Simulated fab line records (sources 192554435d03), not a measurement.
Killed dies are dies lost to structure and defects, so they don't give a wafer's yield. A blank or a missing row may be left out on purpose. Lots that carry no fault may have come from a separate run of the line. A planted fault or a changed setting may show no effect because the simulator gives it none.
Chamber matching + flow n5-finfet + N5_BEOL_M0_SAQP_CUT_ETCH_46 on rie-diel-02 has 4 sister chambers
The step etches SOC in N2/H2, target depth 135 nm, overetch 27 nm, time 202.5 s. 14 wafers are shown with their chamber, then 7 later ones without.

WAFERS PAIRED WITH THEIR CHAMBERS
| wafer  | chamber | showerhead-plenum-p-Torr (Torr) | throttle-valve-pct (%) | drypump-motor-current-A (A) |
|--------|---------|---------------------------------|------------------------|-----------------------------|
| L079.1 | 0       | 2.49                            | 17.57                  | 5.6                         |
| L079.3 | 3       | 2.47                            | 18.08                  | 5.8                         |
| L079.5 | 2       | 2.64                            | 17.80                  | 6.0                         |
| L080.1 | 1       | 2.59                            | 17.59                  | 6.4                         |
| L080.3 | 0       | 2.49                            | 17.60                  | 5.7                         |
| L080.5 | 0       | 2.49                            | 17.58                  | 5.7                         |
| L082.2 | 1       | 2.59                            | 17.59                  | 6.3                         |
| L082.3 | 3       | 2.47                            | 18.10                  | 5.8                         |
| L082.5 | 2       | 2.64                            | 17.80                  | 6.0                         |
| L084.2 | 1       | 2.59                            | 17.60                  | 6.3                         |
| L084.4 | 3       | 2.47                            | 18.09                  | 5.8                         |
| L084.5 | 2       | 2.64                            | 17.80                  | 6.0                         |
| L090.2 | 0       | 2.48                            | 17.60                  | 5.6                         |
| L090.3 | 3       | 2.47                            | 18.11                  | 5.8                         |

SIGNATURES (means of the wafers above)
| reading                  | chamber 0 | chamber 1 | chamber 2 | chamber 3 | scatter within a chamber |
|--------------------------|-----------|-----------|-----------|-----------|--------------------------|
| showerhead-plenum-p-Torr | 2.4875    | 2.5900    | 2.6400    | 2.4700    | 0.00274                  |
| throttle-valve-pct       | 17.5875   | 17.5933   | 17.8000   | 18.0950   | 0.0111                   |
| drypump-motor-current-A  | 5.650     | 6.333     | 6.000     | 5.800     | 0.0408                   |
Rule: for each reading, subtract the chamber's mean from the wafer's reading, divide by that reading's scatter and square the result; add these up over the readings and take the root, which gives the wafer's distance from the chamber. The wafer belongs to the nearest chamber; if the next one is less than 2 further off, it can't be placed. The scatter: the root of (the sum of the squares of (reading less its chamber's mean) over the shown wafers, divided by (wafers less chambers)).

WAFERS WITH NO CHAMBER GIVEN
| wafer  | showerhead-plenum-p-Torr (Torr) | throttle-valve-pct (%) | drypump-motor-current-A (A) |
|--------|---------------------------------|------------------------|-----------------------------|
| L090.6 | 2.59                            | 17.61                  | 6.3                         |
| L091.1 | 2.48                            | 17.62                  | 5.6                         |
| L091.3 | 2.63                            | 17.80                  | 6.0                         |
| L091.6 | 2.46                            | 18.14                  | 5.8                         |
| L096.2 | 2.48                            | 17.65                  | 5.6                         |
| L096.3 | 2.46                            | 18.14                  | 5.8                         |
| L096.6 | 2.62                            | 17.85                  | 6.0                         |

CHAMBER TAKEN BY EACH
| wafer  | from the rows above | in truth |
|--------|---------------------|----------|
| L090.6 | 1                   | 1        |
| L091.1 | 0                   | 0        |
| L091.3 | 2                   | 2        |
| L091.6 | 3                   | 3        |
| L096.2 | 0                   | 0        |
| L096.3 | 3                   | 3        |
| L096.6 | 2                   | 2        |
Placed correctly: 7 of 7. Left unplaced by these rows: 0. Wrongly placed: 0.
